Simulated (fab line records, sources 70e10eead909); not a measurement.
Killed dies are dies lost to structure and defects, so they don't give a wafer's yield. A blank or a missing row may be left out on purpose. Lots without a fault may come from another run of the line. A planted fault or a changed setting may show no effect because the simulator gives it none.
fab line records | flow nand_harc
record lots=11 wafers=33 last_day=33
route steps=1302 shown P_CONTACT@242 P_M0@267 END@1302
lots that met no fault: from a run of the same line without faults
start_h: hours from the record's first day to the start of the lot's first wafer shown | wait_h: hours since the lot's step before | " the same as in the row above | L1.1+2: a row that stands for several wafers | - no value, or no start given | * or withheld: withheld | < > ~ a bound
route shown NAME@n: a module of which the file shows steps, and the number in the route of the first | usual: mean/standard deviation of fault-free wafers | same: alike in all rows | chamber/n: place in a boat | sites: the reading at each site | _std_site: their standard deviation | _edge_site: outer sites' mean less inner sites' | radius_mm: how far each site lies from the wafer's centre | mask NAME#n: copy n | behind: the tool/chamber that last shaped the wafer | hold: why the lot was held/for how many hours/how that ended | device: the transistor (n, p or np) that didn't switch | end of line: the same wafers' tests at the end of the route | a step without rows: its recipe alone | killed: dies lost to structure and defects at the first sort, not the wafer's yield | map: a wafer's dies, x killed, . not, _ none there
set.NAME: the setting as run; set.NAME@STEP: as run at that earlier step | model.NAME: the simulator's own value behind a step, which no gauge read
steps of the route over a sample of lots; a table a step, a row a wafer
services: from which hour (start_h, from the record's first day; less than 0 if before it) a tool's chamber was out of use, for how many hours, and why
## steps
# step NHARC_P_CONTACT_STRIP_28
# recipe o2_flow_sccm=500 ar_flow_sccm=0 bias_w=0 chemistry=O2
# usual drypump_motor_current_A=5.8/0.45 oes_product_au=0.999/0.0074 rf_vpp_V=58.1/0.84 showerhead_plenum_p_Torr=3.61/0.11 throttle_valve_pct=17.036/0.0088
# columns lot.wafer tool chamber start_h wait_h drypump_motor_current_A oes_product_au rf_hours_counter_h rf_vpp_V showerhead_plenum_p_Torr throttle_valve_pct
L296.3 rie_diel-07 0 132.34 0.1 4.8 0.992 0.1 57.4 3.71 17.032
L296.2 " 2 " " 5.8 1.004 0.1 57.8 3.45 17.029
L296.6 " 1 " " 6.2 0.996 - 57.0 3.77 17.028
L297.2 rie_diel-07 3 139.24 0.1 5.8 0.994 0.2 58.7 3.47 17.026
L297.4 " 1 " " 6.2 0.996 0.2 59.0 3.77 17.037
L297.6 " 3 " " 5.8 0.987 - 57.1 3.47 17.045
L298.1 rie_diel-03 3 149.00 0.1 5.8 0.993 1.0 58.8 3.63 17.036
L298.5 " 2 " " 5.7 1.001 - 58.1 3.72 17.043
L298.6 " 3 " " 5.8 0.997 - 57.1 3.63 17.045
L302.3 rie_diel-03 1 193.13 0.1 6.2 1.004 2.2 58.0 3.56 17.045
L302.4 " 2 " " 5.7 0.987 2.1 59.8 3.71 17.041
L302.1 " 3 " " 5.8 0.993 2.5 58.7 3.63 17.034
L307.4 rie_diel-03 1 236.80 0.1 6.2 0.998 3.7 57.4 3.56 17.042
L307.1 " 2 " " 5.7 0.989 3.3 58.1 3.71 17.034
L307.5 " 2 " " 5.7 0.987 - 57.7 3.71 17.039
L308.2 rie_diel-03 1 261.07 0.1 6.3 1.012 4.3 58.7 3.56 17.033
L308.4 " 0 " " 5.5 1.001 4.7 58.1 3.76 17.040
L308.5 " 1 " " 6.3 1.003 - 57.1 3.56 17.035
L314.4 rie_diel-03 1 305.16 0.1 6.2 0.987 0.6 57.8 3.56 17.036
L314.3 " 3 " " 5.8 1.011 0.3 59.2 3.63 17.033
L314.2 " 0 " " 5.5 0.997 0.6 58.3 3.76 17.037
L315.3 rie_diel-08 3 319.14 0.1 5.3 0.991 4.8 57.9 3.51 17.033
L315.5 " 0 " " 5.2 1.004 - 57.9 3.60 17.047
L315.6 " 1 " " 6.4 1.005 - 57.9 3.46 17.043
L316.4 rie_diel-07 2 326.73 0.1 5.8 1.006 1.0 59.5 3.45 17.035
L316.1 " 3 " " 5.8 1.009 0.7 56.2 3.47 17.035
L316.3 " 1 " " 6.2 1.007 1.1 58.6 3.77 17.031
L317.4 rie_diel-03 2 337.19 0.1 5.7 1.000 0.9 58.8 3.71 17.045
L317.6 " 3 " " 5.8 1.007 - 58.9 3.63 17.058
L317.5 " 0 " " 5.5 1.005 - 58.8 3.76 17.043
L318.4 rie_diel-03 0 348.57 0.1 5.5 0.997 1.4 58.9 3.76 17.034
L318.1 " 1 " " 6.2 0.991 1.4 57.0 3.56 17.032
L318.6 " 2 " " 5.8 1.001 - 58.0 3.71 17.031
# step NHARC_P_M0_ETCH_34
# recipe target_depth_a=400 overetch_a=120 time_s=43.94 ion_energy_ev=200 n2_flow_sccm=150 h2_flow_sccm=150 ar_flow_sccm=0 rf_w=400 bias_w=150 chemistry=N2/H2
# usual bias_w=150.0/0.45 chamber_pressure_mTorr=29.999/0.027 drypump_motor_current_A=5.70/0.24 oes_product_au=0.999/0.0073 rf_vpp_V=431.5/2.4 showerhead_plenum_p_Torr=2.08/0.083 throttle_valve_pct=14.171/0.0096
# columns lot.wafer tool chamber start_h wait_h bias_w chamber_pressure_mTorr drypump_motor_current_A oes_product_au rf_hours_counter_h rf_vpp_V showerhead_plenum_p_Torr throttle_valve_pct
L296.3 rie_diel-13 1 135.73 0.1 149.7 30.043 5.54 1.006 23 431.7 2.04 14.189
L296.2 " 3 " " 150.4 29.987 5.77 1.000 21 434.4 2.19 14.170
L296.6 " 1 " " 149.7 30.012 5.55 1.001 - 432.1 2.04 14.170
L297.4 rie_diel-13 1 142.55 0.1 149.8 30.013 5.57 0.999 25 430.5 2.04 14.169
L297.2 " 3 " " 150.2 30.051 5.80 1.004 22 434.5 2.19 14.178
L297.6 " 2 " " 150.0 29.997 5.96 0.995 - 428.8 1.98 14.183
L298.1 rie_diel-13 2 152.47 0.1 149.9 29.953 5.98 0.994 24 429.6 1.98 14.165
L298.5 " 2 " " 149.6 29.965 6.04 1.006 - 429.1 1.98 14.189
L298.6 " 3 " " 150.0 29.982 5.77 0.999 - 434.6 2.19 14.176
L302.1 rie_diel-06 2 196.42 0.1 149.3 30.030 5.75 1.000 19 433.2 2.19 14.163
L302.3 " 3 " " 150.8 29.966 5.79 0.998 18 432.7 2.11 14.173
L302.4 " 1 " " 151.2 30.013 5.28 1.003 17 427.1 1.94 14.165
L307.1 rie_diel-06 0 240.02 0.1 - - - - - - - -
L307.4 " 1 " " - - - - - - - -
L307.5 " 2 " " - - - - - - - -
L308.4 rie_diel-13 3 264.39 0.1 - - - - - - - -
L308.2 " 0 " " - - - - - - - -
L308.5 " 0 " " - - - - - - - -
L314.2 rie_diel-13 1 308.53 0.1 150.1 30.020 5.53 1.000 21 430.7 2.03 14.169
L314.3 " 0 " " 150.2 29.988 5.45 0.995 20 432.8 2.04 14.156
L314.4 " 1 " " 150.1 30.002 5.58 1.008 - 430.2 2.03 14.149
L315.3 rie_diel-13 2 322.42 0.1 150.6 30.011 6.00 1.005 25 429.0 1.97 14.172
L315.6 " 3 " " 150.5 30.012 5.78 0.997 - 433.0 2.18 14.179
L315.5 " 0 " " 150.0 29.976 5.46 0.998 - 431.5 2.03 14.173
L316.4 rie_diel-06 3 330.06 0.1 150.7 30.001 5.83 1.001 5 431.6 2.09 14.163
L316.1 " 0 " " 150.2 29.986 6.21 1.006 5 429.8 2.05 14.174
L316.3 " 2 " " 148.7 30.004 5.76 1.010 4 433.2 2.18 14.169
L317.4 rie_diel-09 3 340.53 0.1 149.9 30.025 5.21 1.002 5 430.4 2.05 14.170
L317.6 " 0 " " 150.6 30.005 5.78 1.002 - 432.0 2.13 14.162
L317.5 " 1 " " 150.3 30.022 5.65 1.011 - 434.5 2.18 14.171
L318.4 rie_diel-09 2 351.71 0.1 150.3 30.000 5.75 1.005 8 429.8 2.02 14.188
L318.1 " 1 " " 150.2 30.031 5.65 1.005 6 433.5 2.18 14.177
L318.6 " 2 " " 149.4 29.996 5.75 1.009 - 430.2 2.02 14.188
# step NHARC_P_M0_ETCH_15
# recipe target_depth_a=1500 overetch_a=150 time_s=82.5 c4f8_flow_sccm=withheld ar_flow_sccm=400 rf_w=600 bias_w=300 chemistry=C4F8/Ar
# usual bias_w=300.0/0.87 chamber_pressure_mTorr=24.999/0.02 oes_product_au=0.957/0.018 rf_vpp_V=441.7/2.4
# columns lot.wafer tool chamber start_h wait_h bias_w chamber_pressure_mTorr oes_product_au rf_hours_counter_h rf_vpp_V
L296.2 rie_diel-13 1 - - 299.7 25.011 0.962 23 442.1
L296.3 " 0 " " 298.7 24.983 0.957 21 440.4
L296.6 " 1 " " 300.7 25.009 0.955 - 442.8
L297.2 rie_diel-13 0 - - 299.6 25.013 0.972 23 440.9
L297.4 " 3 " " 299.8 24.966 0.962 22 445.1
L297.6 " 0 " " 299.0 24.997 0.974 - 440.5
L298.1 rie_diel-13 3 - - 298.7 25.004 0.942 24 444.6
L298.6 " 2 " " 300.4 24.962 0.956 - 438.0
L298.5 " 3 " " 299.6 25.013 0.951 - 445.2
L302.4 rie_diel-06 0 - - 301.0 24.997 0.974 17 440.6
L302.1 " 1 " " 301.5 25.011 0.968 17 439.6
L302.3 " 3 " " 300.0 24.954 0.971 18 443.7
L307.1 rie_diel-06 0 240.11 0.1 301.5 25.020 0.929 33 442.0
L307.4 " 1 " " 300.0 25.029 0.930 30 436.8
L307.5 " 3 " " 301.2 24.999 0.930 - 444.7
L308.2 rie_diel-13 0 264.48 0.1 300.8 24.987 0.956 13 440.2
L308.4 " 2 " " 299.6 24.979 0.979 14 439.1
L308.5 " 1 " " 300.0 25.002 0.980 - 441.2
L314.3 rie_diel-13 1 - - 299.4 24.968 0.955 21 440.7
L314.2 " 0 " " 300.1 25.000 0.938 20 441.8
L314.4 " 3 " " 300.9 24.990 0.968 - 445.4
L315.3 rie_diel-13 0 - - 299.6 24.992 0.933 22 441.3
L315.6 " 1 " " 299.7 24.982 0.943 - 440.8
L315.5 " 2 " " 300.5 25.002 0.942 - 439.1
L316.4 rie_diel-06 2 - - 300.8 24.978 0.973 4 445.2
L316.1 " 3 " " 299.5 24.963 0.965 5 442.6
L316.3 " 0 " " 299.9 25.024 0.988 5 440.5
L317.4 rie_diel-09 0 - - 299.0 25.014 0.937 5 443.7
L317.6 " 0 " " 299.9 25.007 0.943 - 445.0
L317.5 " 1 " " 297.7 24.982 0.933 - 444.9
L318.1 rie_diel-09 0 - - 298.8 24.999 0.977 9 442.5
L318.4 " 1 " " 299.8 24.995 0.976 6 444.0
L318.6 " 2 " " 300.8 25.023 0.967 - 440.8
# step NHARC_P_M0_PRE_CLEAN_29
# recipe time_s=30 temp_c=280 gas=H2/He
# usual heater_power_w=393/27
# columns lot.wafer tool chamber start_h wait_h heater_power_w
L296.3 pvd_sputter-01 - - - 403
L296.2 " - " " 364
L296.6 " - " " 392
L297.4 pvd_sputter-02 - - - 368
L297.2 " - " " 367
L297.6 " - " " 423
L298.1 pvd_sputter-01 - - - 370
L298.5 " - " " 426
L298.6 " - " " 396
L302.1 pvd_sputter-02 - - - 395
L302.3 " - " " 383
L302.4 " - " " 420
L307.4 pvd_sputter-01 - - - 382
L307.1 " - " " 402
L307.5 " - " " 365
L308.2 pvd_sputter-03 - - - 418
L308.4 " - " " 402
L308.5 " - " " 414
L314.2 pvd_sputter-01 - - - 422
L314.4 " - " " 370
L314.3 " - " " 403
L315.3 pvd_sputter-02 - - - 360
L315.6 " - " " 348
L315.5 " - " " 352
L316.4 pvd_sputter-01 - - - 425
L316.3 " - " " 368
L316.1 " - " " 389
L317.4 pvd_sputter-01 - - - 361
L317.6 " - " " 437
L317.5 " - " " 382
L318.1 pvd_sputter-03 - - - 404
L318.4 " - " " 402
L318.6 " - " " 397
# step NHARC_END_SORT_01
# recipe temp_c=25
# usual defect_limited_yield=91.4/2.4 killed_at_array=54/16 killed_at_other=0.6/0.86 killed_at_periphery=3.8/2.6 killed_dies=58/16 killed_open=3.3/1.8 killed_short=2.7/1.7 sort_bin_2_pct=3.1/1.1 sort_bin_3_pct=0.7/0.39 sort_bin_4_pct=4.8/1.3 sort_n_pass=619/16 sort_rim_yield_pct=89/6 sort_yield_pct=91.4/2.4
# same gross_dies=677 sort_bin_5_pct[%]=0 sort_bin_6_pct[%]=0 sort_bin_7_pct[%]=0 sort_bin_8_pct[%]=0 sort_rim_n_gross=106.00
# columns lot.wafer tool chamber start_h wait_h hold defect_limited_yield[%] killed_at_array killed_at_other killed_at_periphery killed_dies killed_open killed_short sort_bin_2_pct[%] sort_bin_3_pct[%] sort_bin_4_pct[%] sort_n_pass sort_rim_yield_pct[%] sort_yield_pct[%]
L296.2 prober-02 0 571.99 2.8 - 87.3 82 0 4 86 4 2 4.3 1.0 7.4 591 94 87.3
L296.3 prober-02 0 572.80 3.1 - 90.8 60 1 1 62 2 1 3.7 0.9 4.6 615 92 90.8
L296.6 prober-02 0 575.21 4.0 - 91.6 52 1 4 57 4 4 3.1 0.6 4.7 620 97 91.6
L297.2 prober-02 0 591.30 2.8 - 95.1 30 0 3 33 5 2 1.2 0.1 3.5 644 92 95.1
L297.4 prober-02 0 592.88 3.4 - 95.6 24 0 6 30 6 3 1.3 0.4 2.7 647 90 95.6
L297.6 prober-02 0 594.45 3.9 - 94.7 30 3 3 36 3 4 0.6 0.4 4.3 641 92 94.7
L298.1 prober-02 0 612.52 2.5 - 92.2 49 0 4 53 3 3 1.9 0.1 5.8 624 98 92.2
L298.5 prober-02 0 615.71 3.7 - 91.6 51 2 4 57 5 4 1.9 0.9 5.6 620 92 91.6
L298.6 prober-02 0 616.50 4.0 - 92.3 45 1 6 52 2 3 3.2 0.3 4.1 625 98 92.3
L302.1 prober-02 0 627.61 2.5 - 87.7 80 2 1 83 2 2 4.3 1.0 6.9 594 96 87.7
L302.3 prober-02 0 629.23 3.1 - 87.1 83 0 4 87 7 5 4.6 1.5 6.8 590 93 87.1
L302.4 prober-02 0 630.04 3.4 - 90.3 64 1 1 66 1 1 5.0 0.3 4.4 611 94 90.3
L307.1 prober-01 0 675.58 2.5 await_dispo/2.2h/scrap 0 42 0 635 677 1 2 96.5 0.3 3.2 0 0 0
L307.4 prober-01 0 677.95 3.4 await_dispo/2.2h/scrap 0 42 0 635 677 3 2 96.3 0.4 3.2 0 0 0
L307.5 prober-01 0 678.74 3.7 await_dispo/2.2h/scrap 0 43 1 633 677 5 1 95.3 0.7 4.0 0 0 0
L308.2 prober-02 0 709.45 2.8 await_dispo/2.3h/scrap 0 54 0 623 677 4 5 93.8 0.7 5.5 0 0 0
L308.4 prober-02 0 711.03 3.4 await_dispo/2.3h/scrap 0 52 0 625 677 2 3 95.4 0.1 4.4 0 0 0
L308.5 prober-02 0 711.82 3.7 await_dispo/2.3h/scrap 0 53 0 624 677 6 4 94.2 0.7 5.0 0 0 0
L314.2 prober-01 0 741.93 2.8 - 90.1 63 0 4 67 6 3 4.7 0.9 4.3 610 75 90.1
L314.3 prober-01 0 742.74 3.1 - 91.6 53 0 4 57 2 5 3.7 0.9 3.8 620 81 91.6
L314.4 prober-01 0 743.54 3.4 - 91.3 53 1 5 59 4 0 4.7 0.1 3.8 618 77 91.3
L315.3 prober-02 0 774.81 3.1 - 91.1 53 2 5 60 2 1 3.7 1.0 4.1 617 77 91.1
L315.5 prober-02 0 776.43 3.7 - 91.6 54 0 3 57 4 1 2.8 0.4 5.2 620 78 91.6
L315.6 prober-02 0 777.23 4.0 - 90.3 62 1 3 66 5 3 3.7 0.7 5.3 611 78 90.3
L317.4 prober-01 0 775.58 3.4 - 93.6 37 2 4 43 4 3 1.8 0.4 4.1 634 89 93.6
L317.5 prober-01 0 776.37 3.7 - 95.0 33 1 0 34 4 4 1.3 0.4 3.2 643 91 95.0
L317.6 prober-01 0 777.17 4.0 - 94.2 34 3 2 39 3 3 2.4 0.1 3.2 638 91 94.2
L316.1 prober-01 0 780.98 2.5 - 91.9 52 1 2 55 4 2 3.0 0.6 4.6 622 77 91.9
L316.3 prober-01 0 782.58 3.1 - 92.3 47 1 4 52 2 1 3.0 0.3 4.4 625 83 92.3
L316.4 prober-01 0 783.39 3.4 - 90.5 58 2 4 64 2 2 2.5 0.4 6.5 613 80 90.5
L318.1 prober-02 0 787.58 2.5 - 93.6 39 0 4 43 2 1 2.2 0.4 3.7 634 91 93.6
L318.4 prober-02 0 790.03 3.4 - 92.3 49 0 3 52 4 3 2.8 0 4.9 625 89 92.3
L318.6 prober-02 0 791.67 4.1 - 93.4 39 0 6 45 5 1 1.8 0.6 4.3 632 92 93.4
# killed by level:class
L296.2 A_CHANNEL_HOLE_D1:chamber_film_flake=34 A_CHANNEL_HOLE_D2:chamber_film_flake=34 A_CONTACT:chamber_film_flake=4 A_CONTACT:unspecified=2 P_M0:geometric_particle:open=1 A_ONON_D1:geometric_particle:open=1 A_ONON_D2:geometric_particle:open=1 A_CHANNEL_HOLE_D2:geometric_particle:open=1
L296.3 A_CHANNEL_HOLE_D2:chamber_film_flake=25 A_CHANNEL_HOLE_D1:chamber_film_flake=18 A_CONTACT:chamber_film_flake=8 A_STAIRCASE:chamber_film_flake=2 A_CONTACT:unspecified=2 A_ONON_D1:geometric_particle:short=1 A_CONTACT:geometric_particle:open=1 STARTING-WAFER:geometric_particle:open=1
L296.6 A_CHANNEL_HOLE_D1:chamber_film_flake=18 A_CHANNEL_HOLE_D2:chamber_film_flake=16 A_STAIRCASE:chamber_film_flake=3 A_CONTACT:chamber_film_flake=3 A_ONON_D1:geometric_particle:short=2 A_WL_FILL:geometric_particle:short=2 P_GATE:chamber_film_flake=2 A_SGD_CUT:chamber_film_flake=2
L297.2 A_CHANNEL_HOLE_D2:chamber_film_flake=9 A_CONTACT:chamber_film_flake=8 P_ZERO_WELL:chamber_film_flake=2 A_CHANNEL_HOLE_D1:chamber_film_flake=2 A_DECK1_JOINT:chamber_film_flake=2 A_STAIRCASE:chamber_film_flake=2 P_CONTACT:geometric_particle:short=1 A_ONON_D1:geometric_particle:open=1
L297.4 A_DECK1_JOINT:chamber_film_flake=4 A_CONTACT:chamber_film_flake=4 A_CHANNEL_HOLE_D1:chamber_film_flake=3 A_CHANNEL_HOLE_D2:chamber_film_flake=3 P_M2:geometric_particle:open=2 P_GATE:chamber_film_flake=2 A_WL_FILL:geometric_particle:open=2 A_STAIRCASE:chamber_film_flake=2
L297.6 A_CHANNEL_HOLE_D2:chamber_film_flake=7 A_CONTACT:chamber_film_flake=6 A_STAIRCASE:chamber_film_flake=5 A_CHANNEL_HOLE_D1:chamber_film_flake=3 A_DECK1_JOINT:chamber_film_flake=3 THIN_TSV:chamber_film_flake=2 A_SOURCE_PLATE:geometric_particle:short=1 A_ONON_D1:geometric_particle:open=1
L298.1 A_CHANNEL_HOLE_D2:chamber_film_flake=32 A_STAIRCASE:chamber_film_flake=5 A_CONTACT:chamber_film_flake=3 A_DECK1_JOINT:geometric_particle:short=2 P_STI:chamber_film_flake=2 P_GATE:geometric_particle:short=1 P_M2:geometric_particle:open=1 A_CHANNEL_FILL_D1:geometric_particle:open=1
L298.5 A_CHANNEL_HOLE_D2:chamber_film_flake=33 A_CHANNEL_HOLE_D1:chamber_film_flake=5 A_SOURCE_PLATE:geometric_particle:short=2 A_M0:geometric_particle:open=2 P_STI:chamber_film_flake=2 A_STAIRCASE:chamber_film_flake=2 A_WL_FILL:chamber_film_flake=2 THIN_TSV:chamber_film_flake=2
L298.6 A_CHANNEL_HOLE_D2:chamber_film_flake=34 P_STI:chamber_film_flake=3 A_CONTACT:chamber_film_flake=3 A_WL_FILL:geometric_particle:short=2 A_M0:chamber_film_flake=2 P_CONTACT:geometric_particle:short=1 A_ONON_D1:geometric_particle:open=1 A_SGD_CUT:geometric_particle:open=1
L302.1 A_CHANNEL_HOLE_D2:chamber_film_flake=36 A_CHANNEL_HOLE_D1:chamber_film_flake=31 A_BLC:chamber_film_flake=2 THIN_TSV:chamber_film_flake=2 A_SLIT:chamber_film_flake=2 A_WL_FILL:chamber_film_flake=2 A_CONTACT:chamber_film_flake=2 A_CHANNEL_FILL_D1:geometric_particle:open=1
L302.3 A_CHANNEL_HOLE_D1:chamber_film_flake=34 A_CHANNEL_HOLE_D2:chamber_film_flake=33 P_M0:geometric_particle:open=2 A_CHANNEL_FILL_D1:geometric_particle:open=2 A_CONTACT:chamber_film_flake=2 P_GATE:geometric_particle:short=1 A_CHANNEL_FILL_D1:geometric_particle:short=1 A_ONON_D2:geometric_particle:short=1
L302.4 A_CHANNEL_HOLE_D2:chamber_film_flake=27 A_CHANNEL_HOLE_D1:chamber_film_flake=22 A_WL_FILL:chamber_film_flake=4 A_STAIRCASE:chamber_film_flake=3 A_BLC:chamber_film_flake=2 A_ONON_D1:geometric_particle:short=1 A_STAIRCASE:geometric_particle:open=1 P_STI:chamber_film_flake=1
L307.1 P_M0:area_etch=634 A_SLIT:chamber_film_flake=24 A_STAIRCASE:chamber_film_flake=3 A_CONTACT:chamber_film_flake=3 A_CHANNEL_FILL_D1:chamber_film_flake=2 A_CHANNEL_HOLE_D2:chamber_film_flake=2 A_SGD_CUT:chamber_film_flake=2 A_CHANNEL_FILL_D1:geometric_particle:open=1
L307.4 P_M0:area_etch=633 A_SLIT:chamber_film_flake=20 A_STAIRCASE:chamber_film_flake=6 A_CHANNEL_HOLE_D1:chamber_film_flake=2 A_CHANNEL_HOLE_D2:chamber_film_flake=2 A_CONTACT:chamber_film_flake=2 A_BONDPAD:chamber_film_flake=2 A_CHANNEL_FILL_D1:geometric_particle:open=1
L307.5 P_M0:area_etch=627 A_SLIT:chamber_film_flake=20 A_STAIRCASE:chamber_film_flake=4 A_BONDPAD:chamber_film_flake=4 P_ZERO_WELL:chamber_film_flake=3 A_CHANNEL_HOLE_D1:chamber_film_flake=3 A_DECK1_JOINT:geometric_particle:open=2 P_GATE:chamber_film_flake=2
L308.2 P_M0:area_etch=619 A_CHANNEL_HOLE_D1:chamber_film_flake=35 P_GATE:chamber_film_flake=3 A_M1:chamber_film_flake=3 A_ONON_D1:geometric_particle:short=2 A_WL_FILL:geometric_particle:short=2 A_CONTACT:chamber_film_flake=2 P_CONTACT:geometric_particle:open=1
L308.4 P_M0:area_etch=624 A_CHANNEL_HOLE_D1:chamber_film_flake=29 A_STAIRCASE:chamber_film_flake=7 A_CHANNEL_FILL_D1:chamber_film_flake=4 A_CONTACT:chamber_film_flake=4 A_WL_FILL:geometric_particle:short=2 A_SLIT:chamber_film_flake=2 P_M1:geometric_particle:open=1
L308.5 P_M0:area_etch=621 A_CHANNEL_HOLE_D1:chamber_film_flake=34 A_STAIRCASE:chamber_film_flake=4 A_DECK1_JOINT:geometric_particle:open=2 A_WL_FILL:geometric_particle:short=2 A_WL_FILL:geometric_particle:open=2 P_ZERO_WELL:chamber_film_flake=2 A_SLIT:chamber_film_flake=2
L314.2 A_SLIT:chamber_film_flake=20 A_CHANNEL_HOLE_D2:chamber_film_flake=19 A_CONTACT:chamber_film_flake=7 A_CHANNEL_HOLE_D1:chamber_film_flake=5 P_CONTACT:chamber_film_flake=4 A_ONON_D1:geometric_particle:open=2 A_WL_FILL:chamber_film_flake=2 A_CHANNEL_HOLE_D1:geometric_particle:short=1
L314.3 A_SLIT:chamber_film_flake=15 A_CHANNEL_HOLE_D2:chamber_film_flake=13 A_CONTACT:chamber_film_flake=9 P_CONTACT:chamber_film_flake=3 A_CHANNEL_HOLE_D1:chamber_film_flake=3 A_WL_FILL:chamber_film_flake=3 A_CONTACT:geometric_particle:short=2 A_CHANNEL_HOLE_D1:geometric_particle:open=1
L314.4 A_SLIT:chamber_film_flake=15 A_CHANNEL_HOLE_D2:chamber_film_flake=13 A_CHANNEL_HOLE_D1:chamber_film_flake=10 A_CONTACT:chamber_film_flake=6 P_CONTACT:chamber_film_flake=3 A_WL_FILL:chamber_film_flake=2 A_ONON_D1:geometric_particle:open=1 A_CHANNEL_FILL_D2:geometric_particle:open=1
L315.3 A_CHANNEL_HOLE_D2:chamber_film_flake=19 A_SLIT:chamber_film_flake=15 A_CHANNEL_HOLE_D1:chamber_film_flake=10 P_CONTACT:chamber_film_flake=3 A_CONTACT:chamber_film_flake=3 THIN_TSV:chamber_film_flake=2 A_CHANNEL_FILL_D1:geometric_particle:open=1 A_WL_FILL:geometric_particle:short=1
L317.4 A_CHANNEL_HOLE_D1:chamber_film_flake=12 A_SLIT:chamber_film_flake=8 A_M1:chamber_film_flake=4 A_WL_FILL:geometric_particle:short=3 A_CONTACT:chamber_film_flake=3 A_STAIRCASE:chamber_film_flake=2 A_WL_FILL:chamber_film_flake=2 THIN_TSV:chamber_film_flake=2
L317.5 A_CHANNEL_HOLE_D1:chamber_film_flake=12 A_SLIT:chamber_film_flake=6 A_SGD_CUT:geometric_particle:open=3 A_STAIRCASE:chamber_film_flake=3 A_M1:chamber_film_flake=2 A_ONON_D1:geometric_particle:open=1 A_CHANNEL_HOLE_D2:geometric_particle:short=1 A_SGD_CUT:geometric_particle:short=1
L315.5 A_CHANNEL_HOLE_D2:chamber_film_flake=17 A_SLIT:chamber_film_flake=14 A_CHANNEL_HOLE_D1:chamber_film_flake=6 A_CONTACT:chamber_film_flake=4 A_STAIRCASE:chamber_film_flake=3 A_CHANNEL_FILL_D2:chamber_film_flake=2 A_CHANNEL_FILL_D1:chamber_film_flake=2 P_M2:geometric_particle:open=1
L317.6 A_CHANNEL_HOLE_D1:chamber_film_flake=15 A_SLIT:chamber_film_flake=8 A_CONTACT:chamber_film_flake=4 A_CHANNEL_FILL_D2:geometric_particle:short=2 A_STAIRCASE:chamber_film_flake=2 THIN_TSV:chamber_film_flake=2 P_CONTACT:geometric_particle:open=1 A_CHANNEL_FILL_D1:geometric_particle:open=1
L315.6 A_SLIT:chamber_film_flake=22 A_CHANNEL_HOLE_D2:chamber_film_flake=14 A_CONTACT:chamber_film_flake=8 A_CHANNEL_HOLE_D1:chamber_film_flake=5 A_STAIRCASE:chamber_film_flake=3 A_ONON_D2:geometric_particle:short=2 P_GATE:chamber_film_flake=2 A_CHANNEL_FILL_D2:chamber_film_flake=2
L316.1 A_SLIT:chamber_film_flake=17 A_CHANNEL_HOLE_D2:chamber_film_flake=12 A_CHANNEL_HOLE_D1:chamber_film_flake=10 A_CONTACT:chamber_film_flake=6 A_CHANNEL_FILL_D1:chamber_film_flake=2 P_GATE:geometric_particle:open=1 A_ONON_D1:geometric_particle:open=1 A_DECK1_JOINT:geometric_particle:open=1
L316.3 A_CHANNEL_HOLE_D2:chamber_film_flake=15 A_SLIT:chamber_film_flake=13 A_CONTACT:chamber_film_flake=11 A_CHANNEL_HOLE_D1:chamber_film_flake=4 P_ZERO_WELL:chamber_film_flake=2 A_CHANNEL_FILL_D1:chamber_film_flake=2 P_M0:geometric_particle:open=1 A_ONON_D1:geometric_particle:short=1
L316.4 A_CHANNEL_HOLE_D2:chamber_film_flake=17 A_SLIT:chamber_film_flake=16 A_CONTACT:chamber_film_flake=10 A_CHANNEL_HOLE_D1:chamber_film_flake=9 P_CONTACT:chamber_film_flake=3 A_STAIRCASE:chamber_film_flake=2 THIN_TSV:chamber_film_flake=2 A_ONON_D1:geometric_particle:open=1
L318.1 A_CHANNEL_HOLE_D2:chamber_film_flake=19 A_SLIT:chamber_film_flake=6 A_CONTACT:chamber_film_flake=5 A_STAIRCASE:chamber_film_flake=3 P_M0:chamber_film_flake=2 A_CHANNEL_FILL_D1:chamber_film_flake=2 A_M0:chamber_film_flake=2 P_M0:geometric_particle:open=1
L318.4 A_CHANNEL_HOLE_D2:chamber_film_flake=21 A_SLIT:chamber_film_flake=12 A_STAIRCASE:chamber_film_flake=4 A_CONTACT:chamber_film_flake=2 P_M0:geometric_particle:open=1 A_CHANNEL_HOLE_D1:geometric_particle:open=1 A_CHANNEL_FILL_D1:geometric_particle:short=1 A_CHANNEL_FILL_D1:geometric_particle:open=1
L318.6 A_CHANNEL_HOLE_D2:chamber_film_flake=15 A_STAIRCASE:chamber_film_flake=7 A_CONTACT:chamber_film_flake=5 A_SLIT:chamber_film_flake=4 P_ZERO_WELL:chamber_film_flake=3 P_M0:geometric_particle:open=1 A_SOURCE_PLATE:geometric_particle:open=1 A_CHANNEL_HOLE_D1:geometric_particle:open=1
## services
# columns tool chamber start_h hours kind
rie_diel-07 0 108.86 3.9 repair
rie_diel-07 - 117.20 9.0 pm
rie_diel-13 3 121.91 2.5 repair
rie_diel-13 2 122.06 14.3 repair
pvd_sputter-01 - 130.55 2.9 repair
rie_diel-06 - 131.31 9.0 pm
rie_diel-09 3 135.27 6.5 repair
rie_diel-09 - 143.34 9.0 pm
rie_diel-13 - 165.18 9.0 pm
rie_diel-09 - 166.13 0.6 repair
rie_diel-13 1 205.06 6.9 repair
rie_diel-06 2 221.09 7.0 repair
pvd_sputter-01 - 226.00 10.0 pm
rie_diel-07 - 234.53 0.9 repair
rie_diel-07 - 236.77 1.2 repair
rie_diel-06 1 255.41 5.6 repair
pvd_sputter-01 - 262.44 5.5 repair
rie_diel-03 - 281.30 9.0 pm
rie_diel-13 2 304.40 5.2 repair
rie_diel-06 - 308.31 9.0 pm
rie_diel-03 3 310.63 6.9 repair
rie_diel-09 - 320.34 9.0 pm
rie_diel-13 - 339.34 5.2 repair
rie_diel-13 - 344.59 9.0 pm
## key
first_sign step=NHARC_P_M0_ETCH_34 reading=tool_record direction=missing
effect step=NHARC_END_SORT_01 reading=killed_at_periphery direction=up sigmas=99+ usual=3.8 struck=629.2
more_kills_born_at NHARC_P_M0_ETCH_34@rie_diel-06=1894 NHARC_P_M0_ETCH_34@rie_diel-13=1864
met_at NHARC_P_M0_ETCH_34
struck_lots L307,L308
later_rows_left_out L307.1,L307.4,L307.5,L308.2,L308.4,L308.5
not_acting_at NHARC_P_CONTACT_STRIP_28,NHARC_P_M0_ETCH_15,NHARC_P_M0_PRE_CLEAN_29
onset_between 196.42 240.02
fault kind=skipped_step_whole tool=rie_diel-06,rie_diel-13 chamber=- onset_h=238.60 steps=NHARC_P_M0_ETCH_34 scope=struck_lots_only
# later_rows_left_out: the simulator's readings of these wafers behind a module that went badly wrong aren't trusted and aren't shown, but for the sort
